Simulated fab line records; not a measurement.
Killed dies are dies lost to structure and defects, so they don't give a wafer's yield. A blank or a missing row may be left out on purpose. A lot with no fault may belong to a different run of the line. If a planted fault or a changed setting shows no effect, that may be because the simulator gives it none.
fab line records	flow n5_finfet
record: lots: 7	wafers: 39
route steps=1938 shown BEOL_M4@1021 BEOL_M5@1160 BEOL_M7@1299 BEOL_M9@1401 BEOL_M12@1637
start_h: start of the lot's first displayed wafer, in hours after the record's first day	wait_h: hours from the lot's prior step to this one	" as in the row above	L1.1+2: a row that stands for several wafers	- no value, or no start given	* or withheld: withheld	< > ~ a bound
route shown NAME@n: names a module that has steps shown in the file, with the first one's number in the route	usual: the fault-free wafers' mean and standard deviation	same: alike in all rows	chamber/n: place in a boat	sites: the reading at each site	_std_site: the standard deviation of these	_edge_site: mean of outer sites minus mean of inner sites	radius_mm: for every site, how far away it sits from the centre of the wafer	mask NAME#n: copy n	behind: the last tool/chamber to shape the wafer	hold: the reason the lot was held/the length of the hold in hours/how it ended	device: the n, p or np transistor that did not switch	end of line: the tests these same wafers got at the end of their route	a step given without rows: its recipe and nothing more	killed: count of dies lost to structure and defects at first sort (not the wafer's yield)	map: the dies of a wafer, with x for killed, . for not killed, _ for no die there
set.NAME: setting as actually run; set.NAME@STEP: the setting as run at that earlier step	model.NAME: the simulator's own value behind a step, which no gauge read
one table per step and one row per wafer, for lots whose settings were changed on purpose
== steps ==
step: N5_BEOL_M4_ILD_DEP_00
recipe: material: SiOC	target_thk_a: 790	temp_c: 350	precursor: DEMS/O2	pressure_torr: 5	rf_w: 500	time_s: 15.3
lot.wafer	tool	chamber	start_h	wait_h	set.time_s	model.SiOC_of_BEOL_M4_ILD_DEP_00.thk_nm
L076.1	pecvd-02	2	177.48	0.0	21.86	112
L076.2	"	0	"	"	21.86	110.4
L076.3+4	"	1	"	"	15.3	77.2
L076.5	"	0	"	"	15.3	78.6
L076.6	"	2	"	"	21.86	113.6
L077.1	pecvd-01	2	186.14	0.0	18.27	92.8
L077.2	"	1	"	"	18.27	92.4
L077.3	"	0	"	"	15.3	77.4
L077.4	"	0	"	"	18.27	93.6
L077.5	"	1	"	"	15.3	79
L077.6	"	2	"	"	15.3	79.2
L080.1	pecvd-01	2	201.36	0.0	15.3	79
L080.2	"	1	"	"	15.3	77.6
L080.3	"	0	"	"	15.3	78.4
L080.4+5	"	1,2	"	"	15.3	79.6
L080.6	"	0	"	"	15.3	78.2
L084.1+4	pecvd-02	0,1	229.32	0.0	11.19	56.6
L084.2	"	1	"	"	15.3	76
L084.3	"	0	"	"	15.3	78.4
L084.5	"	1	"	"	15.3	76.6
L084.6	"	0	"	"	11.19	57.6
L086.1	pecvd-02	1	234.60	0.0	15.3	77
L086.2	"	0	"	"	15.3	78.2
L086.3	"	2	"	"	15.3	79.4
L093.1+2	pecvd-01	0,2	285.83	0.0	15.3	77.8
L093.3	"	1	"	"	8.705	44
L093.4+6	"	0,2	"	"	8.705	45
L093.5	"	1	"	"	15.3	78.2
L095.1	pecvd-02	1	292.10	0.0	19.72	98.8
L095.2+3	"	0,2	"	"	15.3	78.6
L095.4	"	1	"	"	19.72	100.4
L095.5	"	2	"	"	15.3	80.4
L095.6	"	0	"	"	19.72	101.8
step: N5_BEOL_M4_THK_MEAS_01
recipe: reads: SiOC_of_BEOL_M4_ILD_DEP_00
usual: M4_ILD_THK: 78.5/1.1
lot.wafer	tool	chamber	start_h	wait_h	set.time_s@BEOL_M4_ILD_DEP_00	M4_ILD_THK[nm]
L076.1	film_metro-02	-	177.55	0.0	21.86	112.0
L076.2	"	-	"	"	21.86	110.5
L076.3	"	-	"	"	15.3	77.3
L076.4	"	-	"	"	15.3	77.3
L076.5	"	-	"	"	15.3	78.7
L076.6	"	-	"	"	21.86	113.6
L077.1	film_metro-01	-	186.22	0.1	18.27	92.8
L077.2	"	-	"	"	18.27	92.3
L077.3	"	-	"	"	15.3	77.4
L077.4	"	-	"	"	18.27	93.7
L077.5	"	-	"	"	15.3	79.0
L077.6	"	-	"	"	15.3	79.2
L080.1	film_metro-02	-	201.43	0.0	15.3	79.1
L080.2	"	-	"	"	15.3	77.6
L080.3	"	-	"	"	15.3	78.3
L080.4	"	-	"	"	15.3	79.5
L080.5	"	-	"	"	15.3	79.5
L080.6	"	-	"	"	15.3	78.2
L084.1	film_metro-02	-	229.40	0.1	11.19	56.7
L084.2	"	-	"	"	15.3	76.0
L084.3	"	-	"	"	15.3	78.5
L084.4	"	-	"	"	11.19	56.5
L084.5	"	-	"	"	15.3	76.6
L084.6	"	-	"	"	11.19	57.7
L086.1	film_metro-02	-	234.67	0.0	15.3	76.9
L086.2	"	-	"	"	15.3	78.2
L086.3	"	-	"	"	15.3	79.4
L093.1	film_metro-01	-	285.90	0.0	15.3	77.7
L093.2	"	-	"	"	15.3	78.0
L093.3	"	-	"	"	8.705	44.0
L093.4	"	-	"	"	8.705	45.0
L093.5	"	-	"	"	15.3	78.1
L093.6	"	-	"	"	8.705	45.0
L095.1	film_metro-02	-	292.16	0.0	19.72	98.9
L095.2	"	-	"	"	15.3	78.5
L095.3	"	-	"	"	15.3	78.6
L095.4	"	-	"	"	19.72	100.4
L095.5	"	-	"	"	15.3	80.4
L095.6	"	-	"	"	19.72	101.9
step: N5_BEOL_M5_TRENCH_ETCH_37
recipe: chemistry: C4F6/O2	target_depth_a: 716.52	target: SiCOH_lowk	time_s: 24.7	ion_energy_ev: 250	pressure_mtorr: 30	source_w: 345	bias_w: 185	Ar_flow_sccm: 300	C4F6_flow_sccm: 10	O2_flow_sccm: 10
lot.wafer	tool	chamber	start_h	wait_h	set.time_s	model.etch.depth_nm	model.BEOL_M5.feature_depth_nm	model.TiN_of_BEOL_M5_HM_DEP_02.thk_nm
L076.1	rie_diel-03	2	-	-	11.06	33.03	33	19.4
L076.2	"	1	"	"	24.7	69.05	69	17.8
L076.3	"	0	"	"	11.06	31.38	31.4	19
L076.4	"	3	"	"	24.7	69.04	69	18
L076.5	"	3	"	"	11.06	30.69	30.6	18.8
L076.6	"	0	"	"	24.7	70.2	70.2	17.8
L077.1	rie_diel-02	0	-	-	24.7	72.47	72.4	17.8
L077.2	"	1	"	"	24.7	69.42	69.4	18
L077.3	"	3	"	"	24.7	71.38	71.4	18
L077.4	"	2	"	"	24.7	69.27	69.2	18.2
L077.5	"	2	"	"	24.7	68.92	69	18
L077.6	"	3	"	"	24.7	71.12	71.2	18
L080.1	rie_diel-01	1	-	-	18.54	52.85	52.8	18.6
L080.2	"	3	"	"	24.7	72.53	72.6	18.4
L080.3	"	2	"	"	24.7	69.99	70	18.4
L080.4	"	0	"	"	18.54	52.89	52.8	18.6
L080.5	"	3	"	"	18.54	54.19	54.2	18.8
L080.6	"	0	"	"	24.7	70.08	70	18.4
L084.1	rie_diel-02	0	-	-	37.83	110.5	110.6	16.8
L084.2	"	3	"	"	37.83	111	111	16.8
L084.3	"	1	"	"	37.83	106.7	106.8	16.8
L084.4	"	2	"	"	24.7	69	69	18.2
L084.5	"	1	"	"	24.7	70.1	70	17.6
L084.6	"	2	"	"	24.7	68.84	68.8	18
L086.1	rie_diel-01	2	-	-	24.7	70.16	70.2	17.2
L086.2	"	3	"	"	24.7	72.54	72.6	17.2
L086.3	"	1	"	"	24.7	71.44	71.4	17.8
L093.1	rie_diel-02	3	-	-	30.76	89.52	89.6	17.6
L093.2	"	2	"	"	30.76	84.59	84.6	17.8
L093.3	"	1	"	"	30.76	84.79	84.8	17.8
L093.4	"	0	"	"	24.7	71.43	71.4	18
L093.5	"	1	"	"	24.7	68.64	68.6	18
L093.6	"	0	"	"	24.7	71.71	71.8	18.2
L095.1	rie_diel-03	0	-	-	24.7	70.34	70.4	18
L095.2	"	3	"	"	24.7	68.41	68.4	18.2
L095.3	"	1	"	"	24.7	74.03	74	17.8
L095.4	"	3	"	"	24.7	68.34	68.4	18.2
L095.5	"	0	"	"	24.7	71.06	71	18
L095.6	"	1	"	"	24.7	73.6	73.6	17.8
step: N5_BEOL_M5_ETCH_41
recipe: chemistry: CH3F/O2	target: SiCN	target_depth_a: 315	taper_deg: 2	time_s: 56.7	ion_energy_ev: 120	mask_material: TiN	pressure_mtorr: 30	source_w: 395	bias_w: 75	Ar_flow_sccm: 150	CH3F_flow_sccm: 30	O2_flow_sccm: 20
step: N5_BEOL_M5_STRIP_91
recipe: chemistry: N2/H2	time_s: 10	power_w: 450	temp_c: 40	pressure_mtorr: 20	rf_frequency_hz: 6e+07	bias_power_w: 7	n2_flow_sccm: 200	h2_flow_sccm: 200
step: N5_BEOL_M5_OCD_MEAS_38
usual: trench_depth_nm: 70.9/1.7
lot.wafer	tool	chamber	start_h	wait_h	set.time_s@BEOL_M5_TRENCH_ETCH_37	trench_depth_nm
L076.1	ocd-02	-	200.23	-	11.06	32.9
L076.2	"	-	"	"	24.7	69.2
L076.3	"	-	"	"	11.06	30.9
L076.4	"	-	"	"	24.7	68.9
L076.5	"	-	"	"	11.06	30.8
L076.6	"	-	"	"	24.7	70.7
L077.1	ocd-01	-	205.50	-	24.7	-
L077.2	"	-	"	"	24.7	69.6
L077.3	"	-	"	"	24.7	71.3
L077.4	"	-	"	"	24.7	69.7
L077.5	"	-	"	"	24.7	68.8
L077.6	"	-	"	"	24.7	-
L080.1	ocd-01	-	224.57	-	18.54	52.9
L080.2	"	-	"	"	24.7	72.7
L080.3	"	-	"	"	24.7	70.0
L080.4	"	-	"	"	18.54	53.1
L080.5	"	-	"	"	18.54	53.8
L080.6	"	-	"	"	24.7	69.8
L084.1	ocd-01	-	248.79	-	37.83	110.7
L084.2	"	-	"	"	37.83	110.5
L084.3	"	-	"	"	37.83	106.6
L084.4	"	-	"	"	24.7	68.7
L084.5	"	-	"	"	24.7	70.3
L084.6	"	-	"	"	24.7	69.4
L086.1	ocd-02	-	252.73	-	24.7	69.9
L086.2	"	-	"	"	24.7	73.1
L086.3	"	-	"	"	24.7	71.8
L093.1	ocd-01	-	303.09	-	30.76	89.4
L093.2	"	-	"	"	30.76	84.3
L093.3	"	-	"	"	30.76	85.1
L093.4	"	-	"	"	24.7	71.5
L093.5	"	-	"	"	24.7	68.7
L093.6	"	-	"	"	24.7	71.2
L095.1	ocd-02	-	319.27	-	24.7	70.6
L095.2	"	-	"	"	24.7	68.4
L095.3	"	-	"	"	24.7	74.3
L095.4	"	-	"	"	24.7	68.2
L095.5	"	-	"	"	24.7	71.3
L095.6	"	-	"	"	24.7	73.5
step: N5_BEOL_M5_HM_STRIP_39
recipe: chemistry: peroxide_tin_strip	material: TiN	target_depth_a: 250	temp_c: 50	time_s: 158
step: N5_BEOL_M5_SRD_40
recipe: time_s: 30	temp_c: 23	rinse_liquid: diw	dry: ipa_marangoni
step: N5_BEOL_M5_ECD_50
recipe: material: Cu	target_thk_a: 3000
step: N5_BEOL_M5_ANNEAL_51
recipe: temp_c: 225	time_s: 90	ambient: N2
step: N5_BEOL_M5_CMP_52
recipe: stop_on: SiCOH_lowk	t_overpolish_s: 6.9	down_force_psi: 1	platen_rpm: 50	clearing_platen_down_force_psi: 1.5	clearing_platen_rpm: 50	post_cmp_clean: cu_alkaline	target_thk_nm: 62	clearing_platen_pad_velocity_m_s: 0.99484	pad_velocity_m_s: 0.99484
lot.wafer	tool	chamber	start_h	wait_h	set.time_s@BEOL_M5_TRENCH_ETCH_37	model.Cu_of_BEOL_M5_ECD_50.thk_nm
L076.3	cmp-04	0	206.45	0.2	11.06	26.2
L076.4	"	1	"	"	24.7	59.2
L076.2	"	2	"	"	24.7	58.8
L076.1	"	3	"	"	11.06	23.2
L076.6	"	0	"	"	24.7	64.2
L076.5	"	1	"	"	11.06	21
L077.3	cmp-04	2	211.52	0.2	24.7	60.2
L077.1+2	"	3,0	"	"	24.7	61.8
L077.4	"	1	"	"	24.7	58.4
L077.5	"	2	"	"	24.7	58.6
L077.6	"	3	"	"	24.7	61
L080.3	cmp-01	2	230.82	0.2	24.7	59.4
L080.2	"	3	"	"	24.7	60.8
L080.1	"	0	"	"	18.54	42.2
L080.4	"	1	"	"	18.54	43.2
L080.6	"	2	"	"	24.7	59.6
L080.5	"	3	"	"	18.54	42.6
L084.2	cmp-03	0	255.97	0.5	37.83	100.4
L084.3	"	1	"	"	37.83	96.4
L084.1	"	2	"	"	37.83	100.2
L084.4	"	3	"	"	24.7	58.8
L084.5	"	0	"	"	24.7	60
L084.6	"	1	"	"	24.7	58.2
L086.3	cmp-03	1	261.27	0.3	24.7	60.6
L086.2	"	3	"	"	24.7	62.4
L086.1	"	0	"	"	24.7	59.6
L093.3+2	cmp-03	3,2	309.81	0.2	30.76	74.4
L093.1	"	0	"	"	30.76	79.2
L093.4	"	1	"	"	24.7	60.8
L093.6	"	3	"	"	24.7	62.4
L093.5	"	0	"	"	24.7	58.6
L095.2	cmp-01	3	325.48	0.3	24.7	58.8
L095.4	"	0	"	"	24.7	60.6
L095.1+5	"	1,3	"	"	24.7	60.2
L095.3	"	2	"	"	24.7	63.8
L095.6	"	0	"	"	24.7	63.2
step: N5_BEOL_M5_THK_MEAS_53
recipe: thk_meas_gauge: xrf	reads: Cu_of_BEOL_M5_ECD_50
usual: M5_THK: 60.6/2.1
lot.wafer	tool	chamber	start_h	wait_h	set.time_s@BEOL_M5_TRENCH_ETCH_37	M5_THK[nm]
L076.1	film_metro-01	-	206.75	-	11.06	23.2
L076.2	"	-	"	"	24.7	58.9
L076.3	"	-	"	"	11.06	26.1
L076.4	"	-	"	"	24.7	59.1
L076.5	"	-	"	"	11.06	21.1
L076.6	"	-	"	"	24.7	64.0
L077.1	film_metro-02	-	211.81	-	24.7	-
L077.2	"	-	"	"	24.7	61.7
L077.3	"	-	"	"	24.7	60.4
L077.4	"	-	"	"	24.7	58.4
L077.5	"	-	"	"	24.7	58.5
L077.6	"	-	"	"	24.7	-
L080.1	film_metro-01	-	231.11	-	18.54	42.2
L080.2	"	-	"	"	24.7	60.9
L080.3	"	-	"	"	24.7	59.4
L080.4	"	-	"	"	18.54	43.1
L080.5	"	-	"	"	18.54	42.4
L080.6	"	-	"	"	24.7	59.6
L084.1	film_metro-01	-	256.26	-	37.83	99.1
L084.2	"	-	"	"	37.83	99.6
L084.3	"	-	"	"	37.83	95.7
L084.4	"	-	"	"	24.7	58.0
L084.5	"	-	"	"	24.7	59.5
L084.6	"	-	"	"	24.7	57.9
L086.1	film_metro-01	-	261.57	-	24.7	59.8
L086.2	"	-	"	"	24.7	63.0
L086.3	"	-	"	"	24.7	61.0
L093.1	film_metro-02	-	310.11	-	30.76	79.6
L093.2	"	-	"	"	30.76	74.9
L093.3	"	-	"	"	30.76	74.7
L093.4	"	-	"	"	24.7	60.8
L093.5	"	-	"	"	24.7	58.6
L093.6	"	-	"	"	24.7	62.6
L095.1	film_metro-02	-	325.77	-	24.7	60.7
L095.2	"	-	"	"	24.7	59.3
L095.3	"	-	"	"	24.7	64.2
L095.4	"	-	"	"	24.7	61.4
L095.5	"	-	"	"	24.7	60.8
L095.6	"	-	"	"	24.7	63.6
step: N5_BEOL_M7_DESCUM_33
recipe: chemistry: O2	time_s: 7	source_power_w: 50	bias_power_w: 20	pressure_mtorr: 20	rf_frequency_hz: 2.712e+07	temp_c: 40	resist: CAR-EUV	o2_flow_sccm: 225
lot.wafer	tool	chamber	start_h	wait_h	set.time_s	model.CAR-EUV_of_BEOL_M7_COAT_22.thk_nm
L076.1+4+5	rie_diel-03	2,0,2	221.35	0.3	4.944	27
L076.2+3+6	"	3,1,3	"	"	7	26
L077.1+2+4+5+6	rie_diel-03	0,1,3,0,1	229.36	1.1	7	26.2
L077.3	"	2	"	"	7	26
L080.1	rie_diel-02	1	243.23	0.0	9.739	24.6
L080.2+6	"	2,0	"	"	9.739	24.8
L080.3+4+5	"	3,0,3	"	"	7	26
L084.1+3+4	rie_diel-02	0,2,3	271.79	0.0	8.467	25.4
L084.2+5+6	"	1,1,0	"	"	7	26
L086.1+2+3	rie_diel-02	2,0,3	277.21	0.5	7	26.2
L093.1+3+5	rie_diel-02	1,3,1	322.93	0.3	10.96	24
L093.2+6	"	0,3	"	"	7	26
L093.4	"	0	"	"	7	26.2
L095.1+4+5	rie_diel-01	3,0,0	343.37	0.0	7	26
L095.2+3	"	1,2	"	"	3.192	28
L095.6	"	3	"	"	3.192	27.8
step: N5_BEOL_M7_ETCH_72
recipe: chemistry: N2/H2	target: underlayer	target_depth_a: 65	mask_material: CAR-EUV	time_s: 5.2	ion_energy_ev: 200	pressure_mtorr: 30	source_w: 840	bias_w: 150	n2_flow_sccm: 200	h2_flow_sccm: 200	ends: cleared
lot.wafer	tool	chamber	start_h	wait_h	set.time_s@BEOL_M7_DESCUM_33	model.CAR-EUV_of_BEOL_M7_COAT_22.thk_nm
L076.1+4+5	rie_diel-03	2,0,2	221.39	0.0	4.944	21.2
L076.2+3+6	"	3,1,3	"	"	7	20.2
L077.1+2+5+6	rie_diel-03	0,1,0,1	229.40	0.0	7	20.4
L077.3+4	"	2,3	"	"	7	20.2
L080.1	rie_diel-02	1	243.26	0.0	9.739	18.8
L080.2+6	"	2,0	"	"	9.739	19
L080.3+5	"	3	"	"	7	20.4
L080.4	"	0	"	"	7	20.2
L084.1+3+4	rie_diel-02	0,2,3	271.83	0.0	8.467	19.6
L084.2+5	"	1	"	"	7	20.2
L084.6	"	0	"	"	7	20.4
L086.1+2	rie_diel-02	2,0	277.24	0.0	7	20.4
L086.3	"	3	"	"	7	20.6
L093.1+3	rie_diel-02	1,3	322.96	0.0	10.96	18.4
L093.2+4+6	"	0,0,3	"	"	7	20.4
L093.5	"	1	"	"	10.96	18.2
L095.1	rie_diel-01	3	343.40	0.0	7	20.2
L095.2	"	1	"	"	3.192	22.4
L095.3+6	"	2,3	"	"	3.192	22.2
L095.4+5	"	0	"	"	7	20.4
step: N5_BEOL_M9_ILD_DEP_00
recipe: material: SiCOH_lowk	target_thk_a: 3085.1	temp_c: 300	precursor: DEMS/porogen	pressure_torr: 5	rf_w: 500	time_s: 58
lot.wafer	tool	chamber	start_h	wait_h	set.time_s	model.SiCOH_lowk_of_BEOL_M9_ILD_DEP_00.thk_nm
L076.1	pecvd-04	2	234.16	0.0	92.46	481.8
L076.2	"	0	"	"	58	303.8
L076.3	"	1	"	"	92.46	477.8
L076.4	"	2	"	"	58	309.2
L076.5	"	1	"	"	58	304.4
L076.6	"	0	"	"	92.46	490.2
L077.1	pecvd-04	0	242.15	0.0	89.25	470.4
L077.2	"	1	"	"	58	305.6
L077.3	"	2	"	"	58	310.2
L077.4	"	0	"	"	89.25	477
L077.5	"	1	"	"	58	305.8
L077.6	"	2	"	"	89.25	481.4
L080.1	pecvd-04	0	259.02	0.0	58	308
L080.2	"	2	"	"	58	310.6
L080.3	"	1	"	"	58	305.8
L080.4	"	1	"	"	58	311
L080.5	"	0	"	"	58	312.2
L080.6	"	2	"	"	58	314.4
L084.1	pecvd-02	1	284.22	0.0	58	308.6
L084.2	"	2	"	"	31.63	177.4
L084.3	"	0	"	"	31.63	167.8
L084.4	"	2	"	"	31.63	178.6
L084.5+6	"	0,1	"	"	58	311.4
L086.1	pecvd-02	2	289.28	0.0	58	314.8
L086.2	"	0	"	"	58	307
L086.3	"	1	"	"	58	306.2
L093.1	pecvd-02	2	337.00	0.0	58	311.4
L093.2	"	1	"	"	28.67	156.4
L093.3	"	0	"	"	28.67	151.4
L093.4	"	0	"	"	58	310
L093.5	"	2	"	"	28.67	157.4
L093.6	"	1	"	"	58	309.8
L095.1	pecvd-01	0	354.14	0.0	70.41	365.2
L095.2	"	1	"	"	70.41	371.6
L095.3	"	2	"	"	58	304.2
L095.4	"	2	"	"	58	309.6
L095.5	"	1	"	"	70.41	375.4
L095.6	"	0	"	"	58	310
step: N5_BEOL_M9_CURE_71
recipe: temp_c: 385	time_s: 240	ambient: He/Ar	material: SiCOH_lowk
lot.wafer	tool	chamber	start_h	wait_h	set.time_s@BEOL_M9_ILD_DEP_00	model.SiCOH_lowk_of_BEOL_M9_ILD_DEP_00.thk_nm
L076.1	uv_cure-01	0	234.24	0.0	92.46	422.6
L076.2	"	0	"	"	58	263.8
L076.3	"	0	"	"	92.46	419
L076.4	"	0	"	"	58	268.6
L076.5	"	0	"	"	58	264.4
L076.6	"	0	"	"	92.46	430.2
L077.1	uv_cure-02	1	242.23	0.0	89.25	412.2
L077.2	"	1	"	"	58	265.4
L077.3	"	1	"	"	58	269.4
L077.4	"	1	"	"	89.25	418.2
L077.5	"	1	"	"	58	265.6
L077.6	"	1	"	"	89.25	422.2
L080.1	uv_cure-02	2	259.10	0.0	58	267.6
L080.2	"	2	"	"	58	269.8
L080.3	"	2	"	"	58	265.6
L080.4	"	2	"	"	58	270.2
L080.5	"	2	"	"	58	271.2
L080.6	"	2	"	"	58	273.2
L084.1	uv_cure-02	2	284.30	0.0	58	268
L084.2	"	2	"	"	31.63	153
L084.3	"	2	"	"	31.63	144.6
L084.4	"	2	"	"	31.63	154
L084.5	"	2	"	"	58	270.4
L084.6	"	2	"	"	58	270.6
L086.1	uv_cure-02	2	289.52	0.2	58	273.6
L086.2	"	2	"	"	58	266.6
L086.3	"	2	"	"	58	266
L093.1	uv_cure-01	0	337.09	0.1	58	270.4
L093.2	"	0	"	"	28.67	134.6
L093.3	"	0	"	"	28.67	130.4
L093.4	"	0	"	"	58	269.4
L093.5	"	0	"	"	28.67	135.6
L093.6	"	0	"	"	58	269
L095.1	uv_cure-01	0	354.22	0.0	70.41	318.2
L095.2	"	0	"	"	70.41	324
L095.3	"	0	"	"	58	264.2
L095.4	"	0	"	"	58	269
L095.5	"	0	"	"	70.41	327.4
L095.6	"	0	"	"	58	269.4
step: N5_BEOL_M9_THK_MEAS_01
recipe: reads: SiCOH_lowk_of_BEOL_M9_ILD_DEP_00
usual: M9_ILD_THK: 269/3.8
lot.wafer	tool	chamber	start_h	wait_h	set.time_s@BEOL_M9_ILD_DEP_00	M9_ILD_THK[nm]
L076.1	film_metro-02	-	234.75	0.4	92.46	423
L076.2	"	-	"	"	58	264
L076.3	"	-	"	"	92.46	419
L076.4	"	-	"	"	58	269
L076.5	"	-	"	"	58	264
L076.6	"	-	"	"	92.46	430
L077.1	film_metro-02	-	242.74	0.4	89.25	412
L077.2	"	-	"	"	58	266
L077.3	"	-	"	"	58	269
L077.4	"	-	"	"	89.25	418
L077.5	"	-	"	"	58	266
L077.6	"	-	"	"	89.25	422
L080.1	film_metro-02	-	259.61	0.4	58	268
L080.2	"	-	"	"	58	270
L080.3	"	-	"	"	58	266
L080.4	"	-	"	"	58	270
L080.5	"	-	"	"	58	271
L080.6	"	-	"	"	58	273
L084.1	film_metro-01	-	284.82	0.4	58	268
L084.2	"	-	"	"	31.63	153
L084.3	"	-	"	"	31.63	145
L084.4	"	-	"	"	31.63	154
L084.5	"	-	"	"	58	270
L084.6	"	-	"	"	58	270
L086.1	film_metro-02	-	290.04	0.4	58	273
L086.2	"	-	"	"	58	267
L086.3	"	-	"	"	58	266
L093.1	film_metro-01	-	337.60	0.4	58	271
L093.2	"	-	"	"	28.67	135
L093.3	"	-	"	"	28.67	130
L093.4	"	-	"	"	58	269
L093.5	"	-	"	"	28.67	136
L093.6	"	-	"	"	58	269
L095.1	film_metro-02	-	355.21	0.8	70.41	318
L095.2	"	-	"	"	70.41	324
L095.3	"	-	"	"	58	264
L095.4	"	-	"	"	58	269
L095.5	"	-	"	"	70.41	327
L095.6	"	-	"	"	58	270
step: N5_BEOL_M12_ETCH_68
recipe: chemistry: N2/H2	target: SOC	mask_material: SiARC	source_w: 3000	bias_w: 350	temp_c: 40	time_s: 285	ion_energy_ev: 200	pressure_mtorr: 30	n2_flow_sccm: 200	h2_flow_sccm: 200
lot.wafer	tool	chamber	start_h	wait_h	set.time_s	model.SiARC_of_BEOL_M12_COAT_66.thk_nm
L076.1	rie_diel-06	3	260.14	0.1	285	85.4
L076.2+5	"	1,2	"	"	285	85.6
L076.3	"	2	"	"	285	85.8
L076.4	"	0	"	"	285	86.2
L076.6	"	1	"	"	285	85.2
L077.1	rie_diel-04	3	268.13	0.1	435.1	73.2
L077.2	"	0	"	"	435.1	74.8
L077.3	"	1	"	"	285	86.2
L077.4+5	"	2,1	"	"	285	86
L077.6	"	0	"	"	435.1	74
L080.1	rie_diel-05	2	284.93	0.1	285	86
L080.2+3+5	"	3,0,0	"	"	285	86.4
L080.4	"	1	"	"	285	85.8
L080.6	"	3	"	"	285	86.2
L084.1+3	rie_diel-04	3,2	317.70	0.1	285	85.6
L084.2+4+5+6	"	1,1,2,3	"	"	285	86
L086.1	rie_diel-05	1	318.02	0.1	285	85.8
L086.2	"	0	"	"	285	86.8
L086.3	"	2	"	"	285	86.6
L093.1	rie_diel-04	2	364.50	0.1	453.9	72.2
L093.2+3	"	3,0	"	"	285	86.4
L093.4	"	1	"	"	453.9	72
L093.5	"	0	"	"	453.9	72.6
L093.6	"	1	"	"	285	86.2
L095.1+5	rie_diel-06	2	382.49	0.1	424.1	74.6
L095.2	"	1	"	"	285	85.2
L095.3	"	0	"	"	424.1	72.8
L095.4	"	1	"	"	285	85.4
L095.6	"	0	"	"	285	84.8
== key ==
split: step: N5_BEOL_M4_ILD_DEP_00	setting: time_s	stated: 15.3	by: wafer
response: step: N5_BEOL_M4_ILD_DEP_00	reading: model.SiOC_of_BEOL_M4_ILD_DEP_00.thk_nm	change: +0.77	per: 1%	r: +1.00
response: step: N5_BEOL_M4_THK_MEAS_01	reading: M4_ILD_THK	change: +0.77	per: 1%	r: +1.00
split: step: N5_BEOL_M5_TRENCH_ETCH_37	setting: time_s	stated: 24.7	by: wafer
response: step: N5_BEOL_M5_TRENCH_ETCH_37	reading: model.etch.depth_nm	change: +0.71	per: 1%	r: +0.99
response: step: N5_BEOL_M5_TRENCH_ETCH_37	reading: model.BEOL_M5.feature_depth_nm	change: +0.711	per: 1%	r: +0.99
response: step: N5_BEOL_M5_TRENCH_ETCH_37	reading: model.TiN_of_BEOL_M5_HM_DEP_02.thk_nm	change: -0.0199	per: 1%	r: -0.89
response: step: N5_BEOL_M5_OCD_MEAS_38	reading: trench_depth_nm	change: +0.71	per: 1%	r: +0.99
response: step: N5_BEOL_M5_CMP_52	reading: model.Cu_of_BEOL_M5_ECD_50.thk_nm	change: +0.703	per: 1%	r: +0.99
response: step: N5_BEOL_M5_THK_MEAS_53	reading: M5_THK	change: +0.702	per: 1%	r: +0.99
split: step: N5_BEOL_M7_DESCUM_33	setting: time_s	stated: 7	by: wafer
response: step: N5_BEOL_M7_DESCUM_33	reading: model.CAR-EUV_of_BEOL_M7_COAT_22.thk_nm	change: -0.0349	per: 1%	r: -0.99
response: step: N5_BEOL_M7_ETCH_72	reading: model.CAR-EUV_of_BEOL_M7_COAT_22.thk_nm	change: -0.0356	per: 1%	r: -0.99
split: step: N5_BEOL_M9_ILD_DEP_00	setting: time_s	stated: 58	by: wafer
response: step: N5_BEOL_M9_ILD_DEP_00	reading: model.SiCOH_lowk_of_BEOL_M9_ILD_DEP_00.thk_nm	change: +3.04	per: 1%	r: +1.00
response: step: N5_BEOL_M9_CURE_71	reading: model.SiCOH_lowk_of_BEOL_M9_ILD_DEP_00.thk_nm	change: +2.69	per: 1%	r: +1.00
response: step: N5_BEOL_M9_THK_MEAS_01	reading: M9_ILD_THK	change: +2.69	per: 1%	r: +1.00
split: step: N5_BEOL_M12_ETCH_68	setting: time_s	stated: 285	by: wafer
response: step: N5_BEOL_M12_ETCH_68	reading: model.SiARC_of_BEOL_M12_COAT_66.thk_nm	change: -0.232	per: 1%	r: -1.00
